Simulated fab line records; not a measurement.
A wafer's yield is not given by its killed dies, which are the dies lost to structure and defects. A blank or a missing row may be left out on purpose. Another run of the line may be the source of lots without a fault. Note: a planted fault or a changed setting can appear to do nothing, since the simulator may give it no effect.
fab line records	flow nand_harc	part 1 of 2: steps 1 to 4 of 6
record: lots: 24	wafers: 72	last_day: 33
route steps=1302 shown A_CHANNEL_HOLE_D1@474 A_CHANNEL_FILL_D1@507 A_DECK1_JOINT@518
lots that met no fault: taken from a fault-free run of the same line
start_h: hours from the record's first day to the start of the lot's first wafer shown	wait_h: hours since the lot's step before	" repeats the value in the row above	L1.1+2: several wafers, shown together as one row	- value missing, or start not given	* or withheld: withheld	< > ~ a bound
route shown NAME@n: names a module that has steps shown in the file, with the first one's number in the route	usual: mean/standard deviation of fault-free wafers	same: alike in all rows	chamber/n: place in a boat	sites: readings site by site	_std_site: standard deviation across them	_edge_site: outer sites' mean less inner sites'	radius_mm: how far each site lies from the wafer's centre	mask NAME#n: copy n	behind: the last tool/chamber to shape the wafer	hold: cause of the lot's hold/its duration in hours/its outcome	device: which transistor (n, p or np) failed to switch	end of line: the route-end tests of the same wafers	a step with no rows: only its recipe	killed: at the first sort, the dies lost to defects and structure; wafer yield is something else	map: shows each die of a wafer: x if killed, . if not, _ if none is there
set.NAME: the setting that was run; set.NAME@STEP: the one run at that earlier step	model.NAME: the simulator's own value behind a step, which no gauge read
a sample of lots followed through the steps of the route, with each step as a table and each wafer as a row
services: from which hour (start_h, from the record's first day; less than 0 if before it) a tool's chamber was out of use, for how many hours, and why
== steps ==
step: NHARC_A_CHANNEL_HOLE_D1_ETCH_22
recipe: bias_v: 3000	source_w: withheld	pressure_mtorr: 20	time_s: 666.7	ar_flow_sccm: 375	c4f8_flow_sccm: 89.3	o2_flow_sccm: 35.7	temp_c: -20	target_depth_a: 16000	chemistry: C4F8/O2/Ar
usual: drypump_motor_current_A: 5.9/0.39	showerhead_plenum_p_Torr: 3.62/0.14	throttle_valve_pct: 32.154/0.009
lot.wafer	tool	chamber	start_h	wait_h	drypump_motor_current_A	rf_hours_counter_h	showerhead_plenum_p_Torr	throttle_valve_pct
L074.2	har_etch-01	0	188.02	0.4	6.4	85	3.66	32.158
L074.3	"	0	"	"	6.5	-	3.66	32.151
L074.6	"	0	"	"	6.5	-	3.66	32.145
L075.2	har_etch-01	0	197.55	0.4	6.5	89	3.66	32.147
L075.3	"	0	"	"	6.5	-	3.66	32.163
L075.5	"	0	"	"	6.4	-	3.66	32.151
L076.2	har_etch-02	0	199.57	0.4	5.8	295	3.42	32.166
L076.4	"	1	"	"	5.8	-	3.54	32.156
L076.6	"	1	"	"	5.8	-	3.54	32.153
L077.2	har_etch-02	0	214.25	0.4	5.8	302	3.41	32.149
L077.4	"	0	"	"	5.8	-	3.41	32.165
L077.5	"	1	"	"	5.8	-	3.54	32.157
L079.3	har_etch-01	1	233.88	0.4	5.4	-	3.72	32.153
L079.5	"	0	"	"	6.5	-	3.65	32.156
L079.6	"	1	"	"	5.4	-	3.72	32.167
L078.2	har_etch-02	1	234.00	0.4	5.8	333	3.53	32.145
L078.5	"	0	"	"	5.8	-	3.40	32.164
L078.6	"	1	"	"	5.8	-	3.53	32.160
L080.2	har_etch-02	1	244.13	0.4	5.8	341	3.53	32.154
L080.1	"	0	"	"	5.8	325	3.40	32.150
L080.4	"	0	"	"	5.8	-	3.40	32.155
L081.2	har_etch-01	1	250.60	0.4	5.4	127	3.71	32.164
L081.3	"	1	"	"	5.4	-	3.71	32.162
L081.5	"	0	"	"	6.4	-	3.64	32.137
L082.2	har_etch-02	1	265.26	0.4	5.8	352	3.52	32.149
L082.4	"	0	"	"	5.8	-	3.40	32.148
L082.6	"	0	"	"	5.8	-	3.40	32.161
L083.1	har_etch-01	0	273.94	0.4	6.5	134	3.63	32.141
L083.2	"	1	"	"	5.4	134	3.71	32.139
L083.6	"	1	"	"	5.4	-	3.71	32.149
L084.4	har_etch-02	1	280.64	0.9	5.8	-	3.51	32.162
L084.5	"	1	"	"	5.8	-	3.51	32.153
L084.6	"	1	"	"	5.8	-	3.51	32.147
L085.2	har_etch-02	1	291.50	0.8	5.8	-	3.51	32.152
L085.5	"	1	"	"	5.8	-	3.51	32.166
L085.6	"	1	"	"	5.8	-	3.51	32.156
L086.2	har_etch-01	0	291.82	0.4	6.4	150	3.63	32.155
L086.5	"	1	"	"	5.4	-	3.70	32.160
L086.6	"	0	"	"	6.5	-	3.63	32.164
L087.2	har_etch-02	1	313.96	0.4	5.8	383	3.50	32.142
L087.6	"	0	"	"	5.8	-	3.93	32.164
L087.5	"	1	"	"	5.8	-	3.50	32.153
L088.1	har_etch-01	1	328.24	0.4	5.4	169	3.69	32.162
L088.4	"	0	"	"	6.5	-	3.62	32.146
L088.6	"	0	"	"	6.5	-	3.62	32.152
L089.2	har_etch-02	0	329.51	0.4	5.8	360	3.92	32.157
L089.1	"	1	"	"	5.8	391	3.50	32.155
L089.5	"	0	"	"	5.8	-	3.92	32.169
L090.3	har_etch-02	1	345.40	0.4	5.8	-	3.49	32.139
L090.4	"	0	"	"	5.8	-	3.92	32.156
L090.6	"	1	"	"	5.8	-	3.49	32.166
L091.1	har_etch-02	1	354.62	0.4	5.8	406	3.49	32.169
L091.3	"	1	"	"	5.8	-	3.49	32.157
L091.6	"	0	"	"	5.8	-	3.91	32.138
L093.1	har_etch-02	0	372.31	0.4	5.8	383	3.91	32.154
L093.2	"	1	"	"	5.8	414	3.49	32.137
L093.6	"	0	"	"	5.8	-	3.91	32.148
L092.1	har_etch-01	1	372.74	0.4	5.3	195	3.68	32.168
L092.4	"	1	"	"	5.4	-	3.68	32.158
L092.6	"	0	"	"	6.4	-	3.60	32.151
L094.2	har_etch-01	0	387.14	0.4	6.4	207	3.59	32.155
L094.1	"	1	"	"	5.4	207	3.67	32.177
L094.6	"	1	"	"	5.3	-	3.67	32.143
L095.2	har_etch-01	0	399.27	0.4	6.5	218	3.59	32.161
L095.4	"	0	"	"	6.5	-	3.59	32.153
L095.5	"	1	"	"	5.4	-	3.66	32.137
L096.2	har_etch-01	1	407.72	0.4	5.3	226	3.66	32.159
L096.3	"	0	"	"	6.4	-	3.58	32.162
L096.4	"	1	"	"	5.4	-	3.66	32.144
L097.1	har_etch-01	0	412.86	0.4	6.4	230	3.58	32.146
L097.3	"	0	"	"	6.4	-	3.58	32.149
L097.6	"	0	"	"	6.4	-	3.58	32.143
step: NHARC_A_CHANNEL_HOLE_D1_ETCH_25
recipe: bias_v: 5000	source_w: withheld	pressure_mtorr: 20	time_s: 1040.2	ar_flow_sccm: 375	c4f8_flow_sccm: 93.8	o2_flow_sccm: 31.2	temp_c: -20	target_depth_a: 15000	chemistry: C4F8/O2/Ar
usual: drypump_motor_current_A: 5.9/0.39	showerhead_plenum_p_Torr: 3.61/0.14	throttle_valve_pct: 32.235/0.0091
lot.wafer	tool	chamber	start_h	wait_h	drypump_motor_current_A	rf_hours_counter_h	showerhead_plenum_p_Torr	throttle_valve_pct
L074.2	har_etch-01	0	190.06	0.6	6.4	87	3.65	32.229
L074.3	"	0	"	"	6.4	-	3.66	32.257
L074.6	"	0	"	"	6.4	-	3.65	32.232
L075.2	har_etch-01	0	199.64	0.7	6.4	91	3.65	32.228
L075.3	"	0	"	"	6.4	-	3.65	32.234
L075.5	"	0	"	"	6.5	-	3.65	32.234
L076.2	har_etch-02	0	201.62	0.6	5.8	297	3.41	32.224
L076.4	"	1	"	"	5.8	-	3.54	32.232
L076.6	"	1	"	"	5.8	-	3.54	32.238
L077.2	har_etch-02	0	216.27	0.6	5.8	304	3.41	32.230
L077.4	"	0	"	"	5.8	-	3.41	32.240
L077.5	"	1	"	"	5.8	-	3.53	32.246
L079.3	har_etch-01	1	236.06	0.7	5.4	-	3.72	32.225
L079.5	"	0	"	"	6.4	-	3.64	32.247
L079.6	"	1	"	"	5.3	-	3.72	32.219
L078.2	har_etch-02	1	236.06	0.7	5.8	335	3.52	32.227
L078.5	"	0	"	"	5.8	-	3.40	32.242
L078.6	"	1	"	"	5.8	-	3.52	32.238
L080.2	har_etch-02	1	246.18	0.6	5.8	343	3.52	32.233
L080.1	"	0	"	"	5.8	327	3.40	32.224
L080.4	"	0	"	"	5.8	-	3.40	32.230
L081.2	har_etch-01	1	252.69	0.7	5.4	129	3.71	32.245
L081.3	"	1	"	"	5.4	-	3.71	32.237
L081.5	"	0	"	"	6.5	-	3.63	32.230
L082.2	har_etch-02	1	267.35	0.7	5.8	354	3.51	32.232
L082.4	"	0	"	"	5.8	-	3.39	32.218
L082.6	"	0	"	"	5.8	-	3.39	32.233
L083.1	har_etch-01	0	275.98	0.6	6.5	136	3.63	32.247
L083.2	"	1	"	"	5.4	136	3.70	32.240
L083.6	"	1	"	"	5.4	-	3.70	32.232
L084.4	har_etch-02	1	285.01	1.4	5.8	-	3.51	32.235
L084.5	"	1	"	"	5.8	-	3.51	32.227
L084.6	"	1	"	"	5.8	-	3.51	32.243
L086.2	har_etch-01	0	293.92	0.7	6.4	152	3.62	32.225
L086.5	"	1	"	"	5.3	-	3.69	32.229
L086.6	"	0	"	"	6.4	-	3.62	32.235
L085.2	har_etch-02	1	295.67	1.3	5.8	-	3.50	32.235
L085.5	"	1	"	"	5.8	-	3.50	32.262
L085.6	"	1	"	"	5.8	-	3.50	32.240
L087.2	har_etch-02	1	316.05	0.7	5.8	385	3.50	32.247
L087.6	"	0	"	"	5.8	-	3.92	32.215
L087.5	"	1	"	"	5.8	-	3.50	32.234
L088.1	har_etch-01	1	330.29	0.6	5.3	171	3.68	32.229
L088.4	"	0	"	"	6.5	-	3.61	32.241
L088.6	"	0	"	"	6.5	-	3.61	32.225
L089.2	har_etch-02	0	331.54	0.6	5.8	362	3.92	32.229
L089.1	"	1	"	"	5.8	393	3.49	32.228
L089.5	"	0	"	"	5.8	-	3.92	32.234
L090.3	har_etch-02	1	347.54	0.7	5.8	-	3.49	32.239
L090.4	"	0	"	"	5.8	-	3.91	32.229
L090.6	"	1	"	"	5.8	-	3.49	32.233
L091.1	har_etch-02	1	356.68	0.7	5.8	408	3.49	32.241
L091.3	"	1	"	"	5.8	-	3.49	32.234
L091.6	"	0	"	"	5.8	-	3.91	32.255
L093.1	har_etch-02	0	374.34	0.6	5.8	385	3.90	32.218
L093.2	"	1	"	"	5.8	416	3.48	32.244
L093.6	"	0	"	"	5.8	-	3.90	32.228
L092.1	har_etch-01	1	374.77	0.6	5.3	197	3.67	32.239
L092.4	"	1	"	"	5.4	-	3.67	32.234
L092.6	"	0	"	"	6.5	-	3.60	32.222
L094.2	har_etch-01	0	389.18	0.6	6.5	209	3.59	32.232
L094.1	"	1	"	"	5.4	209	3.66	32.234
L094.6	"	1	"	"	5.3	-	3.66	32.232
L095.2	har_etch-01	0	401.31	0.6	6.4	220	3.58	32.240
L095.4	"	0	"	"	6.5	-	3.58	32.239
L095.5	"	1	"	"	5.4	-	3.66	32.234
L096.2	har_etch-01	1	409.81	0.7	5.3	228	3.65	32.230
L096.3	"	0	"	"	6.4	-	3.58	32.229
L096.4	"	1	"	"	5.3	-	3.65	32.243
L097.1	har_etch-01	0	414.90	0.6	6.5	232	3.58	32.233
L097.3	"	0	"	"	6.4	-	3.58	32.232
L097.6	"	0	"	"	6.4	-	3.58	32.236
step: NHARC_A_CHANNEL_HOLE_D1_ETCH_33
recipe: bias_v: 400	source_w: 2000	pressure_mtorr: 25	time_s: 90	ar_flow_sccm: 375	c4f8_flow_sccm: 41.7	o2_flow_sccm: 83.3	temp_c: -20	target_depth_a: 4000	chemistry: C4F8/O2/Ar
usual: bias_v: 400/3.5	drypump_motor_current_A: 5.9/0.39	showerhead_plenum_p_Torr: 3.65/0.14	throttle_valve_pct: 27.619/0.0085
lot.wafer	tool	chamber	start_h	wait_h	bias_v	drypump_motor_current_A	rf_hours_counter_h	showerhead_plenum_p_Torr	throttle_valve_pct
L074.2	har_etch-01	0	191.14	0.2	404	6.4	88	3.70	27.617
L074.3	"	0	"	"	403	6.5	-	3.70	27.631
L074.6	"	0	"	"	406	6.5	-	3.70	27.615
L075.2	har_etch-01	0	200.61	0.2	400	6.4	92	3.70	27.624
L075.3	"	0	"	"	397	6.5	-	3.70	27.623
L075.5	"	0	"	"	396	6.5	-	3.70	27.625
L076.2	har_etch-02	0	202.70	0.2	400	5.8	298	3.45	27.610
L076.4	"	1	"	"	402	5.8	-	3.57	27.628
L076.6	"	1	"	"	400	5.8	-	3.57	27.612
L077.2	har_etch-02	0	217.36	0.2	400	5.7	305	3.44	27.632
L077.4	"	0	"	"	406	5.8	-	3.44	27.616
L077.5	"	1	"	"	400	5.8	-	3.57	27.614
L079.3	har_etch-01	1	236.79	0.2	394	5.4	-	3.76	27.603
L079.5	"	0	"	"	401	6.4	-	3.68	27.619
L079.6	"	1	"	"	404	5.3	-	3.76	27.617
L078.2	har_etch-02	1	237.02	0.2	401	5.8	336	3.56	27.624
L078.5	"	0	"	"	393	5.8	-	3.43	27.618
L078.6	"	1	"	"	395	5.8	-	3.56	27.618
L080.2	har_etch-02	1	247.27	0.2	399	5.8	344	3.56	27.622
L080.1	"	0	"	"	402	5.8	328	3.43	27.600
L080.4	"	0	"	"	402	5.8	-	3.43	27.615
L081.2	har_etch-01	1	253.64	0.2	397	5.3	130	3.75	27.612
L081.3	"	1	"	"	403	5.4	-	3.75	27.617
L081.5	"	0	"	"	404	6.5	-	3.67	27.619
L082.2	har_etch-02	1	268.32	0.2	400	5.8	355	3.55	27.611
L082.4	"	0	"	"	398	5.8	-	3.42	27.611
L082.6	"	0	"	"	401	5.8	-	3.42	27.620
L083.1	har_etch-01	0	277.05	0.2	399	6.4	137	3.67	27.614
L083.2	"	1	"	"	400	5.3	137	3.75	27.616
L083.6	"	1	"	"	396	5.4	-	3.75	27.619
L084.4	har_etch-02	1	286.46	0.3	400	5.8	-	3.55	27.616
L084.5	"	1	"	"	399	5.8	-	3.55	27.627
L084.6	"	1	"	"	397	5.8	-	3.55	27.612
L086.2	har_etch-01	0	294.88	0.2	402	6.4	153	3.66	27.630
L086.5	"	1	"	"	400	5.3	-	3.74	27.608
L086.6	"	0	"	"	399	6.4	-	3.66	27.604
L085.2	har_etch-02	1	297.59	0.3	395	5.8	-	3.54	27.613
L085.5	"	1	"	"	398	5.8	-	3.54	27.611
L085.6	"	1	"	"	400	5.8	-	3.54	27.609
L087.2	har_etch-02	1	317.02	0.2	402	5.8	386	3.54	27.624
L087.6	"	0	"	"	398	5.8	-	3.97	27.623
L087.5	"	1	"	"	402	5.8	-	3.54	27.622
L088.1	har_etch-01	1	331.38	0.2	403	5.4	172	3.73	27.627
L088.4	"	0	"	"	400	6.5	-	3.65	27.626
L088.6	"	0	"	"	403	6.4	-	3.65	27.618
L089.2	har_etch-02	0	332.62	0.2	399	5.8	363	3.97	27.616
L089.1	"	1	"	"	402	5.8	394	3.53	27.629
L089.5	"	0	"	"	397	5.8	-	3.97	27.615
L090.3	har_etch-02	1	348.38	0.2	398	5.8	-	3.52	27.602
L090.4	"	0	"	"	395	5.8	-	3.96	27.628
L090.6	"	1	"	"	403	5.8	-	3.52	27.605
L091.1	har_etch-02	1	357.64	0.2	395	5.8	409	3.52	27.615
L091.3	"	1	"	"	398	5.8	-	3.52	27.620
L091.6	"	0	"	"	400	5.8	-	3.96	27.611
L093.1	har_etch-02	0	375.42	0.2	403	5.8	386	3.96	27.614
L093.2	"	1	"	"	404	5.8	417	3.52	27.632
L093.6	"	0	"	"	399	5.8	-	3.96	27.628
L092.1	har_etch-01	1	375.84	0.2	398	5.4	198	3.71	27.621
L092.4	"	1	"	"	391	5.3	-	3.71	27.610
L092.6	"	0	"	"	406	6.5	-	3.64	27.615
L094.2	har_etch-01	0	390.25	0.2	394	6.4	210	3.63	27.609
L094.1	"	1	"	"	399	5.4	210	3.71	27.621
L094.6	"	1	"	"	404	5.3	-	3.71	27.614
L095.2	har_etch-01	0	402.39	0.2	399	6.5	221	3.62	27.621
L095.4	"	0	"	"	399	6.4	-	3.62	27.620
L095.5	"	1	"	"	397	5.4	-	3.70	27.615
L096.2	har_etch-01	1	410.79	0.2	402	5.4	229	3.70	27.622
L096.3	"	0	"	"	403	6.5	-	3.62	27.611
L096.4	"	1	"	"	399	5.4	-	3.70	27.624
L097.1	har_etch-01	0	415.97	0.2	392	6.4	233	3.62	27.627
L097.3	"	0	"	"	398	6.4	-	3.62	27.617
L097.6	"	0	"	"	396	6.4	-	3.62	27.624
step: NHARC_A_CHANNEL_HOLE_D1_STRIP_27
recipe: o2_flow_sccm: 500	ar_flow_sccm: 0	bias_w: 0	chemistry: O2
usual: drypump_motor_current_A: 5.7/0.53	oes_product_au: 0.998/0.0074	rf_vpp_V: 57.9/0.9	showerhead_plenum_p_Torr: 3.55/0.16	throttle_valve_pct: 17.036/0.0089
lot.wafer	tool	chamber	start_h	wait_h	drypump_motor_current_A	oes_product_au	rf_hours_counter_h	rf_vpp_V	showerhead_plenum_p_Torr	throttle_valve_pct
L074.2	rie_diel-09	2	-	-	6.1	0.996	4	57.7	3.52	17.037
L074.3	"	3	"	"	5.2	0.998	4	58.8	3.78	17.053
L074.6	"	0	"	"	5.0	1.001	-	58.0	3.52	17.048
L075.3	rie_diel-01	2	-	-	6.1	0.991	62	58.2	3.61	17.034
L075.2	"	1	"	"	5.4	0.996	56	57.1	3.26	17.033
L075.5	"	3	"	"	5.7	1.001	-	56.4	3.40	17.045
L076.4	rie_diel-09	3	-	-	5.2	1.001	5	57.6	3.78	17.047
L076.2	"	0	"	"	5.0	1.001	4	59.2	3.52	17.045
L076.6	"	2	"	"	6.1	0.992	-	58.5	3.52	17.038
L077.2	rie_diel-09	1	-	-	6.6	0.992	5	58.3	3.32	17.032
L077.4	"	2	"	"	6.1	1.001	6	57.8	3.52	17.052
L077.5	"	3	"	"	5.2	1.003	-	58.6	3.78	17.036
L079.3	rie_diel-13	3	-	-	5.8	0.993	18	58.0	3.40	17.041
L079.5	"	1	"	"	5.2	0.988	-	58.9	3.65	17.026
L079.6	"	2	"	"	6.0	0.992	-	59.2	3.77	17.034
L078.2	rie_diel-09	0	-	-	5.0	0.997	8	57.8	3.51	17.042
L078.5	"	1	"	"	6.6	1.002	-	56.6	3.32	17.029
L078.6	"	2	"	"	6.1	0.991	-	57.3	3.52	17.034
L080.1	rie_diel-09	2	-	-	6.1	0.992	10	56.6	3.52	17.045
L080.4	"	3	"	"	5.3	0.986	9	58.4	3.78	17.036
L080.2	"	0	"	"	5.0	0.990	8	58.2	3.51	17.039
L081.3	rie_diel-09	2	-	-	6.1	1.006	10	57.9	3.52	17.027
L081.2	"	3	"	"	5.3	0.997	9	58.7	3.78	17.031
L081.5	"	1	"	"	6.6	1.004	-	56.7	3.32	17.020
L082.4	rie_diel-09	1	-	-	6.6	0.986	10	56.6	3.32	17.037
L082.2	"	0	"	"	5.0	1.010	10	58.3	3.51	17.042
L082.6	"	2	"	"	6.1	0.996	-	57.1	3.52	17.027
L083.1	rie_diel-13	1	-	-	5.3	0.996	36	57.3	3.64	17.019
L083.2	"	2	"	"	6.1	0.999	33	57.1	3.76	17.030
L083.6	"	2	"	"	6.0	1.002	-	59.9	3.76	17.031
L084.6	rie_diel-09	1	-	-	6.6	0.997	-	58.0	3.32	17.037
L084.5	"	3	"	"	5.3	1.010	-	59.5	3.77	17.040
L084.4	"	0	"	"	5.0	1.010	-	58.1	3.51	17.038
L086.2	rie_diel-09	1	-	-	6.6	1.004	13	58.0	3.31	17.018
L086.5	"	2	"	"	6.1	0.991	-	57.8	3.52	17.041
L086.6	"	3	"	"	5.2	1.000	-	59.4	3.77	17.021
L085.2	rie_diel-01	0	-	-	5.6	0.993	27	59.6	3.47	17.035
L085.6	"	0	"	"	5.6	0.987	-	57.6	3.47	17.034
L085.5	"	1	"	"	5.4	0.991	-	58.9	3.79	17.036
L087.2	rie_diel-01	3	-	-	5.8	1.010	34	56.7	3.38	17.033
L087.5	"	3	"	"	5.8	1.000	-	57.5	3.38	17.029
L087.6	"	0	"	"	5.6	0.992	-	57.4	3.46	17.042
L088.4	rie_diel-01	3	-	-	5.8	0.995	37	57.4	3.38	17.038
L088.1	"	0	"	"	5.6	0.982	38	58.3	3.46	17.036
L088.6	"	2	"	"	6.1	1.001	-	57.7	3.58	17.056
L089.2	rie_diel-09	0	-	-	5.0	1.008	0	57.3	3.51	17.023
L089.1	"	2	"	"	6.1	0.999	0	57.9	3.51	17.051
L089.5	"	3	"	"	5.3	0.994	-	57.3	3.77	17.050
L090.4	rie_diel-01	1	-	-	5.4	1.003	47	58.7	3.78	17.052
L090.3	"	0	"	"	5.6	0.995	44	57.8	3.46	17.046
L090.6	"	1	"	"	5.4	1.004	-	60.0	3.78	17.034
L091.1	rie_diel-09	2	-	-	6.1	0.998	2	58.7	3.51	17.040
L091.3	"	3	"	"	5.2	0.987	2	57.6	3.77	17.038
L091.6	"	2	"	"	6.1	0.999	-	57.8	3.51	17.043
L093.1	rie_diel-09	2	-	-	6.1	1.010	4	56.0	3.51	17.023
L093.2	"	3	"	"	5.2	0.993	4	58.9	3.77	17.058
L093.6	"	2	"	"	6.1	1.008	-	57.0	3.51	17.017
L092.1	rie_diel-09	3	-	-	5.3	0.986	4	56.2	3.77	17.031
L092.4	"	0	"	"	5.0	1.012	4	59.0	3.51	17.045
L092.6	"	0	"	"	5.0	1.001	-	57.8	3.51	17.033
L094.2	rie_diel-09	0	-	-	5.0	1.006	5	57.4	3.51	17.031
L094.1	"	1	"	"	6.6	0.994	5	58.6	3.31	17.037
L094.6	"	3	"	"	5.2	0.990	-	59.1	3.77	17.032
L095.2	rie_diel-09	2	-	-	6.1	0.998	7	56.0	3.51	17.046
L095.4	"	0	"	"	5.0	1.006	7	57.7	3.51	17.044
L095.5	"	2	"	"	6.1	1.002	-	58.3	3.51	17.028
L096.2	rie_diel-13	1	-	-	5.3	1.005	23	58.2	3.62	17.047
L096.3	"	2	"	"	6.0	0.991	26	58.8	3.73	17.024
L096.4	"	0	"	"	6.4	0.999	24	59.1	3.50	17.034
L097.1	rie_diel-01	3	-	-	5.8	0.995	6	57.5	3.37	17.037
L097.3	"	1	"	"	5.4	0.995	9	58.9	3.77	17.026
L097.6	"	3	"	"	5.8	0.999	-	57.1	3.37	17.031
